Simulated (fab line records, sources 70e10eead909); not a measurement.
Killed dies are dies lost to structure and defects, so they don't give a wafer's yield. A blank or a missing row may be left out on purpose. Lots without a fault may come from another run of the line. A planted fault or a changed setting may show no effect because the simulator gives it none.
Which tool did it? | flow nand_harc | 14 lots, 42 wafers sampled, at 3 steps of a route of 1302

WHAT THE GAUGES READ, wafer by wafer
NHARC_P_M0_THK_MEAS_24: measures by xrf.
lot  | measured     | on            | thk_nm (nm)
L550 | day 6 01:22  | film_metro-01 | 119.0 118.1 118.5
L554 | day 7 19:34  | film_metro-01 | 120.1 115.8 118.9
L555 | day 8 15:07  | film_metro-02 | 116.4 116.0 118.6
L557 | day 9 05:22  | film_metro-01 | 117.4 117.6 117.3
L558 | day 10 03:58 | film_metro-01 | 115.0 117.8 120.3
L565 | day 12 20:28 | film_metro-01 | 116.8 117.7 117.4
L566 | day 13 02:01 | film_metro-02 | 119.9 118.8 118.4
L567 | day 13 06:10 | film_metro-02 | 117.3 116.0 117.5
L568 | day 13 11:58 | film_metro-02 | 119.9 120.8 117.8
L569 | day 14 01:06 | film_metro-01 | 116.6 114.9 116.3
L570 | day 14 08:35 | film_metro-01 | 116.7 115.6 117.9
L571 | day 14 19:42 | film_metro-01 | 116.0 118.6 116.0
L572 | day 15 14:49 | film_metro-02 | 117.8 117.3 115.8
L573 | day 15 20:30 | film_metro-01 | 116.1 116.7 115.4

WHICH TOOL RAN EACH LOT (tool, then ch and the chambers of the sampled wafers, then the start)
lot  | NHARC_P_CONTACT_PVD_32       | NHARC_P_M0_PVD_20
L550 | pvd_sputter-03, day 5 20:38  | pvd_sputter-01, day 6 01:22 or earlier
L554 | pvd_sputter-01, day 7 14:22  | pvd_sputter-01, day 7 19:34 or earlier
L555 | pvd_sputter-01, day 8 10:20  | pvd_sputter-02, day 8 15:07 or earlier
L557 | pvd_sputter-03, day 9 00:37  | pvd_sputter-03, day 9 05:22 or earlier
L558 | pvd_sputter-02, day 9 23:13  | pvd_sputter-02, day 10 03:58 or earlier
L565 | pvd_sputter-01, day 12 11:48 | pvd_sputter-03, day 12 20:28 or earlier
L566 | pvd_sputter-03, day 12 21:15 | pvd_sputter-03, day 13 02:01 or earlier
L567 | pvd_sputter-01, day 13 01:16 | pvd_sputter-02, day 13 06:10 or earlier
L568 | pvd_sputter-03, day 13 07:08 | pvd_sputter-01, day 13 11:58 or earlier
L569 | pvd_sputter-01, day 13 20:20 | pvd_sputter-01, day 14 01:06 or earlier
L570 | pvd_sputter-03, day 14 03:50 | pvd_sputter-02, day 14 08:35 or earlier
L571 | pvd_sputter-01, day 14 15:04 | pvd_sputter-02, day 14 19:42 or earlier
L572 | pvd_sputter-02, day 15 10:02 | pvd_sputter-01, day 15 14:49 or earlier
L573 | pvd_sputter-02, day 15 15:51 | pvd_sputter-03, day 15 20:30 or earlier
- NHARC_P_CONTACT_PVD_32: deposits Ti, target thk 5 nm, time 17.7 s.
- NHARC_P_M0_PVD_20: deposits TaN, target thk 5 nm, time 8.06 s.

WHAT THE TOOLS THEMSELVES READ (means of the sampled wafers that have a number; where no wafer has one, the mark that the record gives instead)
NHARC_P_CONTACT_PVD_32.
lot  | tool           | cathode_dc_power_W (W) | chamber_pressure_pa (Pa) | throttle_valve_pct (%)
L550 | pvd_sputter-03 | 5000.3                 | 4.995                    | 29.5
L554 | pvd_sputter-01 | 4999.6                 | 5.000                    | 30.5
L555 | pvd_sputter-01 | 4999.9                 | 5.007                    | 30.6
L557 | pvd_sputter-03 | -                      | -                        | -
L558 | pvd_sputter-02 | -                      | -                        | -
L565 | pvd_sputter-01 | 5000.3                 | 5.011                    | 30.1
L566 | pvd_sputter-03 | 4999.6                 | 4.999                    | 31.0
L567 | pvd_sputter-01 | 4999.7                 | 4.997                    | 30.4
L568 | pvd_sputter-03 | 4999.6                 | 4.995                    | 30.4
L569 | pvd_sputter-01 | 5000.2                 | 4.996                    | 30.2
L570 | pvd_sputter-03 | 5000.1                 | 5.006                    | 30.8
L571 | pvd_sputter-01 | 5000.5                 | 4.991                    | 30.3
L572 | pvd_sputter-02 | 5000.2                 | 5.009                    | 30.3
L573 | pvd_sputter-02 | 5000.1                 | 5.001                    | 31.3

NHARC_P_M0_PVD_20.
lot  | tool           | bias_v (V) | cathode_dc_power_W (W) | throttle_valve_pct (%)
L550 | pvd_sputter-01 | 166.5      | 14999                  | 30.4
L554 | pvd_sputter-01 | 168.9      | 14999                  | 30.5
L555 | pvd_sputter-02 | 168.7      | 15001                  | 30.5
L557 | pvd_sputter-03 | 168.5      | 14998                  | 30.6
L558 | pvd_sputter-02 | 167.3      | 15002                  | 30.5
L565 | pvd_sputter-03 | 168.6      | 15000                  | 29.4
L566 | pvd_sputter-03 | 168.3      | 15000                  | 31.4
L567 | pvd_sputter-02 | 169.0      | 15001                  | 30.0
L568 | pvd_sputter-01 | 167.8      | 15000                  | 30.2
L569 | pvd_sputter-01 | 169.7      | 15001                  | 30.0
L570 | pvd_sputter-02 | 170.1      | 15000                  | 31.3
L571 | pvd_sputter-02 | 169.3      | 15000                  | 30.3
L572 | pvd_sputter-01 | 169.0      | 14999                  | 30.1
L573 | pvd_sputter-03 | 167.2      | 14999                  | 30.3

THE ANSWER, worked out from the rows above alone
Rule: what is usual is taken from the lots themselves. Put in order of their means at a reading, lots are off if they are a third of the lots or fewer, leave a main group of 4 or more, and stand apart from it by a gap of 3 or more times the standard deviation of the main group's means; of several such gaps the widest counts. A main group whose means are all the same, to the digits that the tables above print for the reading, isn't used. A lot without any number at a reading at which 4 lots or more have one is off too. The other lots that the step has rows for count as sound. The gauges are gone through in route order, then the tools' own readings, and for those a lot's mean is taken as printed above. The first step at which some lot is off is used, and at that step the reading that is off furthest; a lot without a number counts as furthest.
Off: L557, L558, at NHARC_P_CONTACT_PVD_32 (cathode_dc_power_W). Without a number there: L557, L558. The main group: mean 5000.0 W, standard deviation 0.3.
A tool fits if, at that step or a process step before it, it ran every lot that is off, and no sound lot after the first of them. None of those tried fits.

WHAT THE SIMULATOR HAD PUT IN
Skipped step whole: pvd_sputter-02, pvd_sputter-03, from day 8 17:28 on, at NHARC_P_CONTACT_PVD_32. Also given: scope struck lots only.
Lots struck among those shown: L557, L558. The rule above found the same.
